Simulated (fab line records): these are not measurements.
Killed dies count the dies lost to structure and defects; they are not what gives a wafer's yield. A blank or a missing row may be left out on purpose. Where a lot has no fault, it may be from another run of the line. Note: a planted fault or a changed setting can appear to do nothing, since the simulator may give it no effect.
fab line records ; flow nand-harc
[record] lots = 5; wafers = 15; last-day = 24
route steps=1159 shown A_SGD_CUT@753
lots with no fault: from the same line, run without faults
start-h: hours from the record's opening day to when the first of the lot's shown wafers began ; wait-h: how many hours have passed since the lot's step before this one ; " identical to the entry in the row above ; L1.1+2: a row that stands for several wafers ; - no value present, or no start provided ; * or withheld: withheld ; < > ~ a bound
route shown NAME@n: NAME is a module with steps in the file, n the number in the route of the first one ; usual: the fault-free wafers' mean and standard deviation ; same: alike in all rows ; chamber/n: place in a boat ; sites: readings site by site ; _std_site: how widely they spread, as a standard deviation ; _edge_site: mean of outer sites minus mean of inner sites ; radius-mm: for every site, how far away it sits from the centre of the wafer ; mask NAME#n: copy n ; behind: tool/chamber where the wafer was last shaped ; hold: the reason the lot was held/the length of the hold in hours/how it ended ; device: the n, p or np transistor that did not switch ; end of line: tests of these same wafers at the route's end ; for a step that has no rows: nothing shown but its recipe ; killed: dies lost to structure and defects at the first sort, not the wafer's yield ; map: a wafer's dies, x killed, . not, _ none there
set.NAME: the setting as run; set.NAME@STEP: as run at that earlier step ; model.NAME: the simulator's own value behind a step, which no gauge read
a table for each step, a row for each wafer; lots at some steps of the route
services: when a tool's chamber went out of use (start-h, in hours from the record's first day, below 0 if earlier), for how many hours, and the reason
[[steps]]
[step NHARC_A_SGD_CUT_SOFTBAKE_04]
[recipe] temp-c = 105; time-s = 55
[step NHARC_A_SGD_CUT_EBR_05]
[step NHARC_A_SGD_CUT_EXPOSE_06]
[recipe] na = 1.35; dose-mj = 85.59; mask-id = SGD
[step NHARC_A_SGD_CUT_PEB_07]
[recipe] peb-temp-c = 100; peb-time-s = 65
[step NHARC_A_SGD_CUT_DEVELOP_08]
[recipe] develop-time-s = 35; dev-temp-c = 23
[step NHARC_A_SGD_CUT_CD_MEAS_09]
[recipe] target-cd-nm = 100; landing-energy-ev = 500
[usual] cd-nm = 100.0/0.73
lot.wafer;tool;chamber;start-h;wait-h;cd-nm
L217.2;cd-sem-01;0;361.87;-;100.9
L217.3;cd-sem-01;0;361.87;-;100.1
L217.5;cd-sem-01;0;361.87;-;99.9
L218.1;cd-sem-02;0;362.32;-;99.9
L218.3;cd-sem-02;0;362.32;-;100.3
L218.5;cd-sem-02;0;362.32;-;99.4
L226.2;cd-sem-03;0;406.36;-;99.2
L226.4;cd-sem-03;0;406.36;-;100.5
L226.5;cd-sem-03;0;406.36;-;101.0
L223.4;cd-sem-01;0;406.52;-;100.0
L223.5;cd-sem-01;0;406.52;-;100.8
L223.6;cd-sem-01;0;406.52;-;100.9
L231.3;cd-sem-03;0;440.31;-;99.6
L231.4;cd-sem-03;0;440.31;-;101.3
L231.5;cd-sem-03;0;440.31;-;99.1
[step NHARC_A_SGD_CUT_OVL_MEAS_10]
[usual] overlay-x-nm = -0.3/0.86; overlay-y-nm = -0.1/0.76
lot.wafer;tool;chamber;start-h;wait-h;overlay-x-nm;overlay-y-nm
L217.2;overlay-01;-;361.96;-;1.1;-0.3
L217.3;overlay-01;-;361.96;-;1.0;-0.3
L217.5;overlay-01;-;361.96;-;0.7;-0.5
L218.1;overlay-01;-;362.41;-;-1.1;0.9
L218.3;overlay-01;-;362.41;-;-1.0;1.0
L218.5;overlay-01;-;362.41;-;-1.3;1.5
L226.2;overlay-01;-;406.44;-;-0.2;-1.1
L226.4;overlay-01;-;406.44;-;0.0;-0.4
L226.5;overlay-01;-;406.44;-;-0.3;-0.8
L223.4;overlay-02;-;406.62;-;0.0;-0.4
L223.5;overlay-02;-;406.62;-;0.7;0.1
L223.6;overlay-02;-;406.62;-;0.2;0.7
L231.3;overlay-02;-;440.39;-;-0.5;0.4
L231.4;overlay-02;-;440.39;-;-1.3;0.0
L231.5;overlay-02;-;440.39;-;-0.9;0.6
[step NHARC_A_SGD_CUT_INSPECT_11]
[usual] raw-defect-count = 19/10
lot.wafer;tool;chamber;start-h;wait-h;raw-defect-count
L217.2;defect-inspect-01;-;362.00;0.0;30
L217.3;defect-inspect-01;-;362.00;0.0;21
L217.5;defect-inspect-01;-;362.00;0.0;17
L218.1;defect-inspect-01;-;362.44;0.0;6
L218.3;defect-inspect-01;-;362.44;0.0;10
L218.5;defect-inspect-01;-;362.44;0.0;14
L226.2;defect-inspect-02;-;406.48;0.0;15
L226.4;defect-inspect-02;-;406.48;0.0;17
L226.5;defect-inspect-02;-;406.48;0.0;14
L223.4;defect-inspect-02;-;406.65;0.0;25
L223.5;defect-inspect-02;-;406.65;0.0;39
L223.6;defect-inspect-02;-;406.65;0.0;36
L231.3;defect-inspect-01;-;440.43;0.0;25
L231.4;defect-inspect-01;-;440.43;0.0;19
L231.5;defect-inspect-01;-;440.43;0.0;14
[step NHARC_A_SGD_CUT_DESCUM_14]
[recipe] time-s = 3; o2-flow-sccm = 200; ar-flow-sccm = 0; bias-power-w = 0; chemistry = O2
[usual] drypump-motor-current-A = 5.8/0.35; oes-product-au = 1.001/0.013; rf-vpp-V = 57.7/0.92; showerhead-plenum-p-Torr = 1.90/0.069; throttle-valve-pct = 11.311/0.0098
[same] time-s = 3
lot.wafer;tool;chamber;start-h;wait-h;drypump-motor-current-A;oes-product-au;rf-hours-counter-h;rf-vpp-V;showerhead-plenum-p-Torr;throttle-valve-pct
L217.2;rie-diel-08;0;362.07;0.1;6.0;1.002;5;56.5;1.92;11.309
L217.3;rie-diel-08;1;362.07;0.1;5.3;1.005;5;57.6;1.91;11.291
L217.5;rie-diel-08;3;362.07;0.1;5.6;0.994;-;56.7;1.87;11.319
L218.3;rie-diel-06;3;362.53;0.1;5.5;1.023;9;59.1;1.96;11.305
L218.1;rie-diel-06;0;362.53;0.1;6.2;1.004;9;58.7;2.02;11.309
L218.5;rie-diel-06;3;362.53;0.1;5.5;1.006;-;57.1;1.96;11.297
L226.4;rie-diel-06;2;406.55;0.1;5.7;1.002;11;56.8;1.85;11.326
L226.2;rie-diel-06;0;406.55;0.1;6.2;1.001;12;58.6;2.02;11.307
L226.5;rie-diel-06;2;406.55;0.1;5.7;1.001;-;57.6;1.85;11.319
L223.4;rie-diel-08;2;406.74;0.1;6.1;0.990;10;56.4;1.80;11.314
L223.6;rie-diel-08;1;406.74;0.1;5.4;1.000;-;58.8;1.90;11.324
L223.5;rie-diel-08;2;406.74;0.1;6.0;1.008;-;57.0;1.80;11.300
L231.3;rie-diel-08;2;440.51;0.1;6.0;0.980;14;58.7;1.80;11.317
L231.4;rie-diel-08;3;440.51;0.1;5.6;0.994;14;58.1;1.87;11.323
L231.5;rie-diel-08;0;440.51;0.1;6.0;0.984;-;56.6;1.91;11.320
[step NHARC_A_SGD_CUT_ETCH_58]
[recipe] target-depth-a = 390; over-etch-frac = 0.3; time-s = 65; ion-energy-ev = 80; cf4-flow-sccm = 150; ar-flow-sccm = 0; rf-w = 300; bias-w = 100; chemistry = CF4
[usual] drypump-motor-current-A = 5.8/0.36; oes-product-au = 1.001/0.013; rf-fwd-power-W = 297.4/1.2; rf-vpp-V = 151.1/1.2; showerhead-plenum-p-Torr = 1.76/0.06; throttle-valve-pct = 13.285/0.0093
[same] time-s = 65
lot.wafer;tool;chamber;start-h;wait-h;drypump-motor-current-A;oes-product-au;rf-fwd-power-W;rf-hours-counter-h;rf-vpp-V;showerhead-plenum-p-Torr;throttle-valve-pct
L217.3;rie-diel-08;2;362.15;0.1;6.0;0.992;295.0;5;150.4;1.67;13.278
L217.2;rie-diel-08;3;362.15;0.1;5.6;0.994;298.5;5;151.3;1.73;13.286
L217.5;rie-diel-08;1;362.15;0.1;5.4;0.996;297.6;-;151.9;1.76;13.288
L218.1;rie-diel-06;0;362.61;0.1;6.3;1.009;296.6;9;151.0;1.86;13.285
L218.3;rie-diel-06;1;362.61;0.1;6.5;1.020;295.6;9;150.4;1.73;13.291
L218.5;rie-diel-06;0;362.61;0.1;6.2;1.024;297.3;-;152.9;1.86;13.296
L226.2;rie-diel-06;0;406.63;0.1;6.2;0.998;296.9;12;152.6;1.86;13.291
L226.4;rie-diel-06;3;406.63;0.1;5.5;1.021;296.4;12;152.2;1.80;13.273
L226.5;rie-diel-06;1;406.63;0.1;6.5;1.013;297.5;-;149.8;1.73;13.286
L223.4;rie-diel-08;0;406.83;0.1;6.0;1.000;297.6;10;151.6;1.77;13.293
L223.6;rie-diel-08;2;406.83;0.1;6.1;0.996;295.2;-;150.6;1.67;13.275
L223.5;rie-diel-08;3;406.83;0.1;5.5;1.004;297.0;-;150.0;1.73;13.311
L231.4;rie-diel-08;2;440.58;0.1;6.1;0.998;296.1;14;150.5;1.67;13.288
L231.3;rie-diel-08;1;440.58;0.1;5.4;0.996;297.7;14;151.6;1.76;13.289
L231.5;rie-diel-08;3;440.58;0.1;5.6;0.999;297.3;-;151.5;1.73;13.288
[step NHARC_A_SGD_CUT_ETCH_59]
[recipe] target-depth-a = 2600; over-etch-frac = 0.25; time-s = 406.25; ion-energy-ev = 200; n2-flow-sccm = 150; h2-flow-sccm = 150; ar-flow-sccm = 0; rf-w = 400; bias-w = 150; chemistry = N2/H2
[usual] drypump-motor-current-A = 5.8/0.35; oes-product-au = 1.002/0.012; rf-fwd-power-W = 399.4/1.2; rf-vpp-V = 430.0/2.3; showerhead-plenum-p-Torr = 2.02/0.075; throttle-valve-pct = 14.170/0.0082
[same] time-s = 406.25
lot.wafer;tool;chamber;start-h;wait-h;drypump-motor-current-A;oes-product-au;rf-fwd-power-W;rf-hours-counter-h;rf-vpp-V;showerhead-plenum-p-Torr;throttle-valve-pct
L217.2;rie-diel-08;2;-;-;6.0;0.988;398.7;5;427.9;1.91;14.177
L217.3;rie-diel-08;0;-;-;6.0;0.995;400.1;5;428.8;2.04;14.161
L217.5;rie-diel-08;1;-;-;5.4;1.004;400.4;-;429.7;2.03;14.168
L218.3;rie-diel-06;2;-;-;5.7;1.008;399.9;8;428.7;1.97;14.172
L218.1;rie-diel-06;0;-;-;6.3;1.009;398.0;10;433.0;2.16;14.171
L218.5;rie-diel-06;1;-;-;6.5;1.009;400.7;-;428.8;1.99;14.181
L226.4;rie-diel-06;2;-;-;5.6;0.997;397.0;11;429.9;1.97;14.174
L226.2;rie-diel-06;0;-;-;6.2;0.990;399.1;12;434.5;2.16;14.161
L226.5;rie-diel-06;2;-;-;5.7;0.995;399.1;-;428.5;1.97;14.180
L223.4;rie-diel-08;3;-;-;5.6;1.002;398.1;11;428.7;1.99;14.176
L223.5;rie-diel-08;3;-;-;5.6;1.005;400.0;-;429.7;1.99;14.155
L223.6;rie-diel-08;0;-;-;6.0;1.008;398.5;-;429.9;2.04;14.167
L231.4;rie-diel-08;3;-;-;5.6;1.003;398.9;14;430.9;1.99;14.172
L231.3;rie-diel-08;0;-;-;6.0;1.004;400.6;15;431.8;2.04;14.184
L231.5;rie-diel-08;1;-;-;5.3;0.984;400.7;-;431.2;2.03;14.174
[step NHARC_A_SGD_CUT_ETCH_15]
[recipe] target-depth-a = 750; time-s = 64.3; ch3f-flow-sccm = 50; o2-flow-sccm = 30; ar-flow-sccm = 200; rf-w = 500; bias-w = 100; chemistry = CH3F/O2
[usual] drypump-motor-current-A = 5.8/0.36; oes-product-au = 0.964/0.022; rf-fwd-power-W = 495.4/1.8; rf-vpp-V = 263.7/1.5; showerhead-plenum-p-Torr = 2.44/0.086; throttle-valve-pct = 20.663/0.0083
[same] time-s = 64.3
lot.wafer;tool;chamber;start-h;wait-h;drypump-motor-current-A;oes-product-au;rf-fwd-power-W;rf-hours-counter-h;rf-vpp-V;showerhead-plenum-p-Torr;throttle-valve-pct
L217.2;rie-diel-08;2;-;-;6.0;0.925;491.7;5;263.4;2.32;20.666
L217.3;rie-diel-08;1;-;-;5.4;0.931;494.9;5;264.1;2.45;20.675
L217.5;rie-diel-08;2;-;-;6.0;0.926;492.3;-;260.7;2.32;20.654
L218.1;rie-diel-06;0;-;-;6.2;0.981;495.6;10;264.3;2.60;20.659
L218.3;rie-diel-06;2;-;-;5.7;0.973;495.0;9;262.4;2.38;20.663
L218.5;rie-diel-06;0;-;-;6.3;0.980;495.4;-;264.9;2.60;20.661
L226.2;rie-diel-06;0;-;-;6.2;0.980;497.8;12;265.3;2.59;20.670
L226.4;rie-diel-06;1;-;-;6.5;0.982;496.9;11;262.6;2.41;20.672
L226.5;rie-diel-06;0;-;-;6.3;0.981;497.2;-;266.7;2.59;20.654
L223.4;rie-diel-08;3;-;-;5.6;0.977;498.5;11;263.4;2.41;20.666
L223.5;rie-diel-08;0;-;-;6.0;0.979;493.4;-;262.8;2.46;20.664
L223.6;rie-diel-08;1;-;-;5.4;0.959;494.8;-;263.2;2.45;20.666
L231.3;rie-diel-08;0;-;-;6.0;0.948;496.8;15;264.5;2.46;20.662
L231.4;rie-diel-08;3;-;-;5.6;0.961;497.0;14;261.8;2.40;20.673
L231.5;rie-diel-08;0;-;-;6.0;0.943;497.0;-;263.8;2.46;20.662
[step NHARC_A_SGD_CUT_ETCH_16]
[recipe] target-depth-a = 3105; time-s = 155.2; c4f8-flow-sccm = withheld; o2-flow-sccm = 8; ar-flow-sccm = withheld; rf-w = 600; bias-w = 800; chemistry = C4F8/O2/Ar
[usual] oes-product-au = 0.974/0.017; rf-fwd-power-W = 597.4/2; rf-vpp-V = 722/3.7
[same] time-s = 155.2
lot.wafer;tool;chamber;start-h;wait-h;oes-product-au;rf-fwd-power-W;rf-hours-counter-h;rf-vpp-V
L217.3;rie-diel-08;3;362.64;-;0.950;599.4;6;722
L217.2;rie-diel-08;1;362.64;-;0.940;597.5;5;724
L217.5;rie-diel-08;2;362.64;-;0.951;595.3;-;717
L218.3;rie-diel-06;3;363.09;-;0.992;597.3;9;725
L218.1;rie-diel-06;2;363.09;-;0.973;596.7;9;721
L218.5;rie-diel-06;0;363.09;-;0.991;596.6;-;729
L226.2;rie-diel-06;3;407.14;-;1.014;600.4;12;724
L226.4;rie-diel-06;0;407.14;-;1.034;597.3;12;726
L226.5;rie-diel-06;2;407.14;-;0.973;594.1;-;719
L223.4;rie-diel-08;0;407.31;-;0.981;598.8;10;725
L223.5;rie-diel-08;0;407.31;-;0.989;597.9;-;723
L223.6;rie-diel-08;1;407.31;-;0.970;601.6;-;723
L231.4;rie-diel-08;0;441.08;-;0.969;594.2;15;724
L231.3;rie-diel-08;1;441.08;-;0.949;599.1;15;722
L231.5;rie-diel-08;3;441.08;-;0.967;596.3;-;722
[step NHARC_A_SGD_CUT_STRIP_60]
[recipe] c4f8-flow-sccm = withheld; o2-flow-sccm = 8; ar-flow-sccm = withheld; bias-w = 0; chemistry = C4F8/O2/Ar
[[services]]
tool;chamber;start-h;hours;kind
rie-diel-06;0;348.20;-;clean
rie-diel-06;1;348.20;-;clean
rie-diel-06;2;348.20;-;clean
rie-diel-06;3;348.20;-;clean
rie-diel-08;0;359.80;-;clean
rie-diel-08;1;359.80;-;clean
rie-diel-08;2;359.80;-;clean
rie-diel-08;3;359.80;-;clean
rie-diel-06;0;372.70;-;clean
rie-diel-08;0;384.30;-;clean
rie-diel-08;1;384.30;-;clean
rie-diel-08;2;384.30;-;clean
rie-diel-08;3;384.30;-;clean
rie-diel-08;0;408.80;-;clean
rie-diel-08;1;408.80;-;clean
rie-diel-08;2;408.80;-;clean
rie-diel-08;3;408.80;-;clean
rie-diel-08;2;417.84;3.3;repair
rie-diel-06;-;418.22;9.0;pm
rie-diel-08;3;420.08;9.9;repair
rie-diel-08;0;433.33;-;clean
rie-diel-08;1;433.33;-;clean
rie-diel-08;2;433.33;-;clean
rie-diel-08;3;433.33;-;clean
[[key]]
[first-sign] step = NHARC_A_SGD_CUT_ETCH_16; reading = oes-product-au; direction = up; sigmas = 3.5; usual = 0.974; struck = 1.034
effect none on later readings
met-at NHARC_A_SGD_CUT_ETCH_16
struck-wafers L226.4
sort-left-out L226.4
tester-left-out L226
onset-between 363.09 407.14
[fault] kind = process-parameter-drift; tool = rie-diel-06; chamber = 0; onset-h = 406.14; steps = NHARC_A_SGD_CUT_ETCH_16; channel = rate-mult; offset = 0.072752; shape = step; end-h = 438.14
// tester-left-out: of these lots the tester's yield and bins aren't shown, on N5 and GAA mostly nor the transistor test; their killed dies are dies lost to structure and defects alone, not to doping, threshold or leakage, so they don't give the yield
// sort-left-out: the simulated sort isn't trusted on such a fault, so these wafers' sort isn't shown, and their yield isn't known
